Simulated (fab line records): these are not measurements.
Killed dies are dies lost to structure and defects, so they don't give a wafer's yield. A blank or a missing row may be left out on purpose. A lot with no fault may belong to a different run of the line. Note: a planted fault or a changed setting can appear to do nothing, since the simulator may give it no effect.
Chamber matching -- flow n5_finfet -- cmp-02 running N5_GATE_CUT_CMP_43: 4 sister chambers
The step polishes SiO2. 27 wafers are shown with their chamber, then 12 later ones without.

EACH WAFER AND ITS CHAMBER
wafer,chamber,motor_current_A (A),slurry_filter_dp_kPa (kPa)
L076.1,2,11.6,13.45
L076.3,1,13.2,13.58
L076.5,1,13.6,13.69
L077.1,1,13.6,13.72
L077.2,2,11.3,13.48
L077.3,3,13.2,13.33
L078.1,2,11.3,13.40
L078.5,3,13.6,13.62
L078.6,0,12.1,13.50
L079.3,1,12.8,13.40
L079.5,1,12.8,13.40
L079.6,2,11.5,13.41
L083.2,2,11.6,13.78
L083.5,3,12.7,13.37
L083.6,0,10.9,13.72
L090.2,3,12.4,13.64
L090.4,1,13.1,13.68
L090.5,3,12.9,13.58
L092.4,0,11.2,13.56
L092.5,1,12.6,13.33
L092.6,2,11.7,13.51
L093.1,2,11.7,13.31
L093.2,1,13.6,13.66
L093.6,0,11.1,13.65
L094.1,0,11.3,13.60
L094.4,3,12.9,13.36
L094.5,3,12.5,13.39

SIGNATURES (means of the wafers above)
reading,chamber 0,chamber 1,chamber 2,chamber 3,scatter within a chamber
motor_current_A,11.320,13.162,11.529,12.886,0.374
slurry_filter_dp_kPa,13.6060,13.5575,13.4771,13.4700,0.139
Rule: for each reading, subtract the chamber's mean from the wafer's reading, divide by that reading's scatter and square the result; add these up over the readings and take the root, which gives the wafer's distance from the chamber. The wafer belongs to the nearest chamber; if the next one is less than 2 further off, it can't be placed. The scatter: take each reading less its chamber's mean, square it, sum over the shown wafers, divide by the number of wafers less the number of chambers, and take the root.

WAFERS WITH NO CHAMBER GIVEN
wafer,motor_current_A (A),slurry_filter_dp_kPa (kPa)
L094.2,13.1,13.42
L094.3,11.0,13.68
L094.6,11.3,13.58
L095.1,13.1,13.29
L095.3,13.0,13.43
L095.4,11.6,13.34
L096.1,13.1,13.38
L096.2,11.3,13.21
L096.5,12.0,13.61
L096.3,11.7,13.52
L096.4,12.7,13.36
L096.6,13.0,13.64

EACH ONE'S CHAMBER
wafer,from the rows above,in truth
L094.2,can't be placed: 3 or 1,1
L094.3,can't be placed: 0 or 2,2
L094.6,can't be placed: 0 or 2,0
L095.1,can't be placed: 3 or 1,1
L095.3,can't be placed: 3 or 1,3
L095.4,can't be placed: 2 or 0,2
L096.1,can't be placed: 3 or 1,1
L096.2,can't be placed: 2 or 0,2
L096.5,can't be placed: 2 or 0 or 3 or 1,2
L096.3,can't be placed: 2 or 0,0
L096.4,can't be placed: 3 or 1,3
L096.6,can't be placed: 1 or 3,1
Correctly placed: 0 of 12. These rows do not allow placing 12 (true chamber among the candidates in 12). Placed wrongly: 0.
